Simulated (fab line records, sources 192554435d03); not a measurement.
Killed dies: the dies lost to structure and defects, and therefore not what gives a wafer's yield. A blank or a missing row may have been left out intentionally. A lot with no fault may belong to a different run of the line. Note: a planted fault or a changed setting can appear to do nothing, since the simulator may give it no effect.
Which of the tools did it? | flow n5Finfet | 9 lots with 27 wafers sampled at 5 steps, on a route of 1938 steps

== WHAT THE GAUGES READ, wafer by wafer ==
N5_BEOL_M4_RC_MEAS_101. Usual: DIBL_N 35.4 mV/V, standard deviation 2.1; DIBL_P 34.8 mV/V, standard deviation 2.6; IOFF_N 0.15 nA/um, standard deviation 0.037; IOFF_P 0.19 nA/um, standard deviation 0.037; ION_N 677 uA/um, standard deviation 16; ION_P 462 uA/um, standard deviation 9.3; SS_N 71.4 mV/dec, standard deviation 0.75; SS_P 72.9 mV/dec, standard deviation 0.77; VT_N 250 mV, standard deviation 3.7; VT_P -251 mV, standard deviation 3.5.
lot  | measured     | on        | DIBL_N (mV/V)  | DIBL_P (mV/V)  | IOFF_N (nA/um) | IOFF_P (nA/um) | ION_N (uA/um) | ION_P (uA/um) | SS_N (mV/dec)  | SS_P (mV/dec)  | VT_N (mV)   | VT_P (mV)      | flag
L793 | day 9 06:27  | prober-02 | 34.7 31.1 35.3 | 35.4 31.0 35.7 | 0.15 0.09 0.14 | 0.18 0.13 0.19 | 697 665 679   | 463 461 464   | 70.7 70.3 71.1 | 72.6 71.1 72.5 | 249 256 249 | -256 -256 -252 | 
L795 | day 9 12:27  | prober-02 | 35.6 33.2 32.8 | 35.9 32.4 32.0 | 0.15 0.11 0.11 | 0.20 0.14 0.15 | 677 669 647   | 461 459 454   | 71.1 70.3 71.4 | 73.5 71.7 72.9 | 253 255 253 | -249 -254 -253 | 
L803 | day 11 12:50 | prober-01 | 35.2 35.3 33.4 | 34.9 34.9 32.1 | 0.15 0.14 0.12 | 0.21 0.21 0.17 | 683 679 674   | 467 469 462   | 71.2 71.3 71.4 | 73.5 73.1 72.2 | 248 249 254 | -248 -249 -250 | 
L805 | day 11 20:48 | prober-02 | 38.6 33.9 39.1 | 39.2 33.0 38.8 | 0.20 0.12 0.18 | 0.24 0.15 0.23 | 681 668 672   | 474 460 464   | 72.1 71.0 71.7 | 73.5 72.4 73.8 | 248 252 251 | -249 -255 -251 | 
L806 | day 12 14:50 | prober-01 | 37.6 35.6 38.4 | 37.1 36.4 37.6 | 0.17 0.13 0.22 | 0.22 0.20 0.24 | 678 662 669   | 467 464 460   | 71.9 71.2 72.4 | 73.8 72.4 73.7 | 248 254 249 | -246 -250 -248 | 
L807 | day 12 05:58 | prober-01 | 33.1 32.3 33.5 | 32.2 31.9 33.4 | 0.11 0.11 0.13 | 0.15 0.15 0.16 | 662 682 668   | 448 472 456   | 69.8 70.4 71.0 | 71.9 73.0 72.7 | 252 253 251 | -255 -253 -251 | 
L808 | day 12 19:44 | prober-01 | 33.2 36.7 34.9 | 32.4 37.0 35.9 | 0.11 0.16 0.14 | 0.15 0.20 0.20 | 670 692 669   | 451 469 463   | 70.2 71.6 70.1 | 72.3 73.0 73.3 | 255 251 251 | -254 -251 -251 | 
L812 | day 14 15:19 | prober-01 | 35.5 32.7 35.4 | 35.0 31.9 36.6 | 0.15 0.11 0.16 | 0.23 0.18 0.25 | 676 672 688   | 468 472 474   | 71.7 70.3 71.5 | 73.1 71.7 72.9 | 254 254 249 | -243 -247 -244 | 
L813 | day 14 14:02 | prober-02 | 38.0 36.1 36.0 | 40.0 37.1 36.9 | 0.22 0.18 0.17 | 0.26 0.23 0.21 | 710 701 689   | 477 476 467   | 72.6 71.7 71.4 | 73.7 73.3 73.6 | 242 247 246 | -247 -250 -250 | 

== WHICH TOOL RAN EACH LOT (tool, then ch and the chambers of the sampled wafers, then the start) ==
lot  | N5_FIN_SAQP_MANDREL1_REMOVE_56 | N5_FIN_SAQP_ETCH_34              | N5_FIN_SAQP_HM_CD_35  | N5_FIN_CUT_COAT_19
L793 | rieSi-02 ch 2,3, day 2 19:09   | rieDiel-05 ch 0,3, day 2 21:17   | cdSem-01, day 2 21:26 | lithoTrack-04 ch 0, day 2 21:53
L795 | rieSi-02 ch 0,1,3, day 3 05:30 | rieDiel-05 ch 0,1,3, day 3 07:22 | cdSem-02, day 3 07:31 | lithoTrack-05 ch 0, day 3 07:52
L803 | rieSi-05 ch 1,2, day 5 10:42   | rieDiel-05 ch 1,2,3, day 5 12:53 | cdSem-02, day 5 13:02 | lithoTrack-04 ch 0, day 5 13:23
L805 | rieSi-03 ch 2,3, day 5 20:08   | rieDiel-03 ch 0,1,2, day 6 01:11 | cdSem-02, day 6 01:20 | lithoTrack-02 ch 0, day 6 01:43
L806 | rieSi-03 ch 0,1,2, day 6 01:26 | rieDiel-05 ch 1,2, day 6 04:21   | cdSem-03, day 6 04:30 | lithoTrack-04 ch 0, day 6 04:51
L807 | rieSi-03 ch 0,1, day 6 05:45   | rieDiel-01 ch 1,3, day 6 07:44   | cdSem-01, day 6 07:53 | lithoTrack-04 ch 0, day 6 08:14
L808 | rieSi-03 ch 1,2, day 6 12:53   | rieDiel-01 ch 0,3, day 6 15:22   | cdSem-03, day 6 15:30 | lithoTrack-02 ch 0, day 6 15:51
L812 | rieSi-05 ch 0,1,2, day 7 14:14 | rieDiel-03 ch 0,1,2, day 7 16:43 | cdSem-03, day 7 16:52 | lithoTrack-05 ch 0, day 7 17:13
L813 | rieSi-03 ch 1,2, day 7 20:43   | rieDiel-03 ch 0,3, day 7 22:53   | cdSem-02, day 7 23:02 | lithoTrack-02 ch 0, day 7 23:23
- N5_FIN_SAQP_MANDREL1_REMOVE_56: chemistry HBr/Cl2/O2, target a-Si, stops on SiNx, bt time 10 s.
- N5_FIN_SAQP_ETCH_34: etches SiO2 in C4F6/O2, target depth 45 nm, time 15 s.
- N5_FIN_SAQP_HM_CD_35: target cd 8 nm.
- N5_FIN_CUT_COAT_19: time 60 s, resist thk 20 nm.

== AS READ BY THE TOOLS THEMSELVES (means over the sampled wafers that have a number; for cases with no such wafer, the mark the record gives instead) ==
N5_FIN_SAQP_MANDREL1_REMOVE_56. Usual: drypumpMotorCurrentA 5.8 A, standard deviation 0.41; oesProductAu 1.003 a.u., standard deviation 0.02; throttleValvePct 36.5 %, standard deviation 0.31.
lot  | tool     | drypumpMotorCurrentA (A) | oesProductAu (a.u.) | throttleValvePct (%) | flag
L793 | rieSi-02 | 5.6                      | 1.008               | 36.4                 | 
L795 | rieSi-02 | 5.8                      | 1.010               | 36.3                 | 
L803 | rieSi-05 | 5.8                      | 1.024               | 36.5                 | 
L805 | rieSi-03 | 6.5                      | 0.989               | 36.2                 | 
L806 | rieSi-03 | 6.0                      | 1.000               | 36.6                 | 
L807 | rieSi-03 | 5.8                      | 0.989               | 36.7                 | 
L808 | rieSi-03 | 6.0                      | 0.997               | 36.8                 | 
L812 | rieSi-05 | 5.7                      | 1.018               | 36.6                 | 
L813 | rieSi-03 | 6.2                      | 1.002               | 36.7                 | 

N5_FIN_SAQP_ETCH_34. Usual: drypumpMotorCurrentA 5.7 A, standard deviation 0.3; etchRfOnTimeS 14.8 s, standard deviation 0.31; oesProductAu 0.68 a.u., standard deviation 0.08; rfVppV 661 V, standard deviation 12; showerheadPlenumPTorr 2.85 Torr, standard deviation 0.097; throttleValvePct 21.16 %, standard deviation 0.25.
lot  | tool       | drypumpMotorCurrentA (A) | etchRfOnTimeS (s) | oesProductAu (a.u.) | rfVppV (V) | showerheadPlenumPTorr (Torr) | throttleValvePct (%) | flag
L793 | rieDiel-05 | 5.6                      | 14.8              | 0.64                | 663        | 2.80                         | 21.05                | 
L795 | rieDiel-05 | 5.6                      | 14.8              | 0.69                | 661        | 2.84                         | 21.08                | 
L803 | rieDiel-05 | 5.7                      | 14.5              | 0.74                | 664        | 2.83                         | 21.28                | 
L805 | rieDiel-03 | 5.5                      | 14.7              | 0.63                | 666        | 2.80                         | 21.27                | 
L806 | rieDiel-05 | 5.9                      | 14.5              | 0.79                | 662        | 2.88                         | 21.05                | 
L807 | rieDiel-01 | 5.6                      | 15.0              | 0.65                | 669        | 2.89                         | 20.97                | 
L808 | rieDiel-01 | 5.8                      | 15.0              | 0.65                | 656        | 2.82                         | 21.24                | 
L812 | rieDiel-03 | 5.6                      | 14.8              | 0.62                | 666        | 2.79                         | 21.28                | 
L813 | rieDiel-03 | 5.6                      | 14.4              | 0.65                | 671        | 2.92                         | 21.31                | 

N5_FIN_SAQP_HM_CD_35. Usual: cdNm 8.10 nm, standard deviation 0.26.
lot  | tool     | cdNm (nm) | flag
L793 | cdSem-01 | 7.93      | 
L795 | cdSem-02 | 7.99      | 
L803 | cdSem-02 | 8.07      | 
L805 | cdSem-02 | 8.09      | 
L806 | cdSem-03 | 8.19      | 
L807 | cdSem-01 | 8.04      | 
L808 | cdSem-03 | 8.33      | 
L812 | cdSem-03 | 8.17      | 
L813 | cdSem-02 | 8.27      | 

N5_FIN_CUT_COAT_19. Usual: spinSpeedRpm 1500.0 rpm, standard deviation 1.1.
lot  | tool          | spinSpeedRpm (rpm) | flag
L793 | lithoTrack-04 | 1500.7             | 
L795 | lithoTrack-05 | 1499.2             | 
L803 | lithoTrack-04 | 1499.5             | 
L805 | lithoTrack-02 | 1499.0             | 
L806 | lithoTrack-04 | 1533.9             | OFF
L807 | lithoTrack-04 | 1534.6             | OFF
L808 | lithoTrack-02 | 1501.3             | 
L812 | lithoTrack-05 | 1500.7             | 
L813 | lithoTrack-02 | 1500.3             | 

== THE ANSWER, worked out from the rows above alone ==
Rule: a lot counts as off when the mean over its wafers that have a number is more than 3 standard deviations away from the usual mean. Also off: a lot with no number at a reading for which 4 or more lots have one. Any other lot the step has rows for is counted as sound. Order of review: gauges by route order, followed by the tools' own readings, for which a lot's mean as printed above is used. At the first step where some lot is off, the reading lying furthest off is the one used; lots without a number count as furthest.
Off at N5_FIN_CUT_COAT_19 (spinSpeedRpm): L806, L807.
If a tool, at that step or one of the process steps before it, ran each lot that is off and ran no sound lot following the first of them, it fits. One fits: N5_FIN_CUT_COAT_19 on lithoTrack-04. Its last sound lot is L803 (day 5 13:23), its first lot that is off L806 (day 6 04:51): a fault that began between those two fits.
The tool's own readings at N5_FIN_CUT_COAT_19 bear it out: on the lots that are off they differ by more than 5 times the standard deviation of the sound lots' means. spinSpeedRpm reads 1534.2 rpm there against 1500.1 rpm on the sound lots.

== WHAT THE SIMULATOR HAD INSERTED ==
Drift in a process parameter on lithoTrack-04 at N5_FIN_CUT_COAT_19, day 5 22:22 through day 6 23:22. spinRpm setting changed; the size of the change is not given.
Shown lots that were struck: L807, L806. This agrees with what the rule above found.
